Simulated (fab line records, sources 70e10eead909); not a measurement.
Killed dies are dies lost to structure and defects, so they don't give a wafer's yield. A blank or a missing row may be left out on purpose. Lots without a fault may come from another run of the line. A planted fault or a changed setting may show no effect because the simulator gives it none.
A struck lot beside a sound one | flow nand_harc | 14 steps out of a route of 1159
Sound: wafers L586.1, L586.3, L586.4. Struck: wafers L594.4, L594.5, L594.6. The cause comes at the end.
At each step with rows: each side's tool, then ch and its chambers, then its first start. Under that, the readings that differ: sound wafers | struck wafers | difference of the means | sigmas: that difference in standard deviations of wafers without a fault.
alike: readings whose means differ by less than 2 such deviations, and words and numbers that are the same on both sides. not compared: withheld readings, readings that some wafer has no value for, bounds like >300 that may hide the same value, and numbers for which the record gives no deviation and whose values overlap.
The two part at a step that has a row with sigmas, a row that says differs or no value, or rows on one side only. Numbers that don't overlap but have no deviation are shown without sigmas and don't part them. A reading that every wafer of one side lacks parts them only if that side has two wafers or more.

NHARC_P_M2_INSPECT_27:
  sound on defect_inspect-01, day 6 17:25; struck on defect_inspect-01, day 9 00:26
  alike: raw_defect_count
NHARC_P_M2_PRE_CLEAN_32: time 12 s.
  sound on pecvd-03 ch 0, day 6 17:28; struck on pecvd-01 ch 0,1,2, day 9 00:32
  alike: heater_power_w, rf_fwd_power_W
NHARC_P_M2_DEP_33: deposits SiCN, target thk 30 nm.
  sound on pecvd-03 ch 0, day 6 17:42; struck on pecvd-01 ch 0,1,2, day 9 00:43
  alike: heater_power_w, rf_fwd_power_W
NHARC_P_BONDPAD_DEP_00: deposits SiCN, target thk 250 nm.
  sound on pecvd-03 ch 0, day 6 18:37; struck on pecvd-01 ch 0,1,2
  alike: heater_power_w, rf_fwd_power_W
NHARC_P_BONDPAD_CMP_32: polishes SiCN, target thk 200 nm.
  sound on cmp-02 ch 0,2,3, day 6 19:34; struck on cmp-03 ch 1,2,3, day 9 01:28
  alike: motor_current_A
NHARC_P_BONDPAD_THK_MEAS_33: measures by ellipsometry.
  sound on film_metro-01, day 6 19:49; struck on film_metro-01, day 9 01:38
  alike: thk_nm
then, 5 steps without rows for these wafers: NHARC_P_BONDPAD_SRD_34; NHARC_P_BONDPAD_DEHYDRATE_01 (time 120 s); NHARC_P_BONDPAD_HMDS_02 (time 30 s); NHARC_P_BONDPAD_COAT_36 (time 65 s); NHARC_P_BONDPAD_COAT_03 (resist thk 600 nm).
NHARC_P_BONDPAD_SOFTBAKE_04: time 70 s.
  sound on litho_track-03 ch 0, day 6 19:00; struck on litho_track-03 ch 0, day 9 01:00
  reading                  | sound                | struck               | difference | sigmas
  heater_power_total_W (W) | 202.7 202.7 199.4    | 208.1 208.5 208.5    | +6.8       | +5
  plate_temp_C (C)         | 124.99 125.08 125.02 | 128.58 128.51 128.82 | +3.61      | +26
then, 1 step without rows for these wafers: NHARC_P_BONDPAD_EBR_05.
-- the record jumps here: 14 days lie between the struck wafers' starts before and after (it left off in module P_BONDPAD and takes up again in module END, whose first step shown is number 1159 of the route) --
NHARC_END_SORT_01:
  sound on prober-01 ch 0, day 19 15:08; struck on prober-01 ch 0, day 22 13:58
  reading                  | sound          | struck         | difference | sigmas
  defect_limited_yield (%) | 92.9 94.1 93.6 | 98.5 97.2 96.2 | +3.8       | +2
  killed_at_array          | 43 33 37       | 8 16 23        | -22        | -2
  killed_at_other          | 3 6 3          | 0 0 2          | -3         | -3
  killed_dies              | 48 40 43       | 10 19 26       | -25        | -2
  sort_bin_4_pct (%)       | 4.9 3.8 4.4    | 0.7 1.8 2.1    | -2.8       | -3
  sort_n_pass              | 629 637 634    | 667 658 651    | +25        | +2
  sort_yield_pct (%)       | 92.9 94.1 93.6 | 98.5 97.2 96.2 | +3.8       | +2
  alike: killed_at_periphery, killed_open, killed_short, sort_bin_2_pct, sort_bin_3_pct, sort_rim_yield_pct

WHERE THEY PART
First at NHARC_P_BONDPAD_SOFTBAKE_04; last, within this record, at NHARC_END_SORT_01.

WHY: what the simulator had put in
Process parameter drift: litho_track-03, from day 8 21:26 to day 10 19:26, at NHARC_P_BONDPAD_SOFTBAKE_04. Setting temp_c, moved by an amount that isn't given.
